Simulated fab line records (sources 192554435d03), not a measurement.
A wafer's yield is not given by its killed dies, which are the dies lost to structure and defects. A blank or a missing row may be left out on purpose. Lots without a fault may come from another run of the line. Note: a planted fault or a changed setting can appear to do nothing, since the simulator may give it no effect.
Chamber matching / flow n5Finfet / 4 sister chambers for N5_BEOL_M8_DESCUM_16 on rieDiel-03
The step chemistry O2, time 7.9 s. 4 wafers are shown with their chamber, then 10 later ones without.

## WAFERS PAIRED WITH THEIR CHAMBERS
wafer=L078.2; chamber=1; showerheadPlenumPTorr (Torr)=2.12
wafer=L085.1; chamber=0; showerheadPlenumPTorr (Torr)=2.06
wafer=L086.1; chamber=3; showerheadPlenumPTorr (Torr)=2.22
wafer=L086.3; chamber=2; showerheadPlenumPTorr (Torr)=2.09

## WAFERS WITHOUT THEIR CHAMBER
wafer=L086.5; showerheadPlenumPTorr (Torr)=2.05
wafer=L093.1; showerheadPlenumPTorr (Torr)=2.11
wafer=L093.3; showerheadPlenumPTorr (Torr)=2.05
wafer=L093.6; showerheadPlenumPTorr (Torr)=2.11
wafer=L096.1; showerheadPlenumPTorr (Torr)=2.10
wafer=L096.3; showerheadPlenumPTorr (Torr)=2.05
wafer=L096.5; showerheadPlenumPTorr (Torr)=2.10
wafer=L097.1; showerheadPlenumPTorr (Torr)=2.08
wafer=L097.3; showerheadPlenumPTorr (Torr)=2.21
wafer=L097.5; showerheadPlenumPTorr (Torr)=2.10

## WHICH CHAMBER EACH WENT THROUGH
wafer=L086.5; from the rows above=0; in truth=0
wafer=L093.1; from the rows above=can't be placed: 1 or 2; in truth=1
wafer=L093.3; from the rows above=0; in truth=0
wafer=L093.6; from the rows above=can't be placed: 1 or 2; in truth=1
wafer=L096.1; from the rows above=can't be placed: 2 or 1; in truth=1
wafer=L096.3; from the rows above=0; in truth=0
wafer=L096.5; from the rows above=can't be placed: 2 or 1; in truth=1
wafer=L097.1; from the rows above=can't be placed: 2 or 0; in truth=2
wafer=L097.3; from the rows above=3; in truth=3
wafer=L097.5; from the rows above=can't be placed: 2 or 1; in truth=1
Correct placement for 4 of the 10. From these rows, 6 cannot be placed; in 6 the true chamber is one of the candidates. 0 placed wrongly.
How it was worked out, from the rows above alone: a wafer's distance from a chamber is the root of the sum, over the readings, of the square of ((its reading less the chamber's mean) divided by the reading's scatter). The wafer belongs to the nearest chamber; if the next one is less than 2 further off, it can't be placed. For every chamber, the mean is computed from those of its wafers that are shown. The scatter: with one shown wafer a chamber, the root of the mean of the squares of how far each hidden wafer lies from its nearest shown one.
